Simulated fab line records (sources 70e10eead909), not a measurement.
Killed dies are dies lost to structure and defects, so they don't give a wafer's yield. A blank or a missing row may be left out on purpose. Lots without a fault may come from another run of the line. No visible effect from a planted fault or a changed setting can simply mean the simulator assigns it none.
Chamber matching | flow nand-harc | 4 sister chambers for NHARC_A_BONDPAD_CMP_19 on cmp-03
The step polishes, t overpolish 30 s, cu recess touch 16 s, target thk 169.82 nm. 14 wafers are shown with their chamber, then 7 later ones without.

## WAFERS WITH THEIR CHAMBER
wafer  | chamber | motor-current-A (A) | overpolish-run-s (s) | slurry-flow-ml-min
L828.1 | 0       | 11.0                | 30.002               | 150.0
L828.2 | 1       | 11.9                | 30.008               | 149.5
L828.4 | 2       | 10.9                | 30.003               | 150.9
L834.2 | 0       | 11.0                | 30.007               | 149.7
L834.3 | 2       | 10.8                | 29.998               | 150.9
L834.6 | 2       | 10.9                | 30.000               | 150.7
L836.2 | 0       | 10.9                | 29.997               | 149.2
L836.4 | 3       | 12.9                | 30.014               | 150.4
L836.5 | 0       | 11.1                | 29.985               | 149.9
L840.2 | 0       | 10.8                | 29.998               | 150.1
L840.3 | 1       | 12.9                | 30.000               | 150.0
L840.4 | 2       | 11.0                | 30.011               | 149.0
L842.1 | 3       | 12.9                | 30.005               | 149.7
L842.2 | 2       | 11.4                | 30.005               | 149.7

SIGNATURES, as means of the wafers listed above
reading            | chamber 0 | chamber 1 | chamber 2 | chamber 3 | scatter within a chamber
motor-current-A    | 10.960    | 12.400    | 11.000    | 12.900    | 0.278
overpolish-run-s   | 29.99780  | 30.00400  | 30.00340  | 30.00950  | 0.00664
slurry-flow-ml-min | 149.780   | 149.750   | 150.240   | 150.050   | 0.616
Rule: a wafer's distance from a chamber is the root of the sum, over the readings, of the square of ((its reading less the chamber's mean) divided by the reading's scatter). The wafer belongs to the nearest chamber; if the next one is less than 2 further off, it can't be placed. How the scatter is found: for the shown wafers, subtract from each reading the mean of its chamber, square and add these, divide the total by (wafers less chambers), then take the root.

## WAFERS WITHOUT THEIR CHAMBER
wafer  | motor-current-A (A) | overpolish-run-s (s) | slurry-flow-ml-min
L842.4 | 10.9                | 30.012               | 150.8
L843.2 | 13.2                | 29.992               | 149.5
L843.3 | 12.5                | 30.005               | 150.8
L843.6 | 11.3                | 29.993               | 149.6
L845.1 | 11.4                | 30.016               | 149.8
L845.5 | 10.9                | 30.016               | 149.8
L845.6 | 12.3                | 29.999               | 150.6

## WHICH CHAMBER EACH WENT THROUGH
wafer  | from the rows above          | in truth
L842.4 | can't be placed: 2 or 0      | 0
L843.2 | can't be placed: 3 or 1      | 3
L843.3 | can't be placed: 1 or 3      | 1
L843.6 | can't be placed: 0 or 2      | 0
L845.1 | can't be placed: 2 or 0 or 1 | 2
L845.5 | can't be placed: 2 or 0      | 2
L845.6 | can't be placed: 1 or 3      | 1
Placed correctly: 0 of 7. Can't be placed from these rows: 7 (the true chamber is among the candidates in 7). Number placed wrongly: 0.
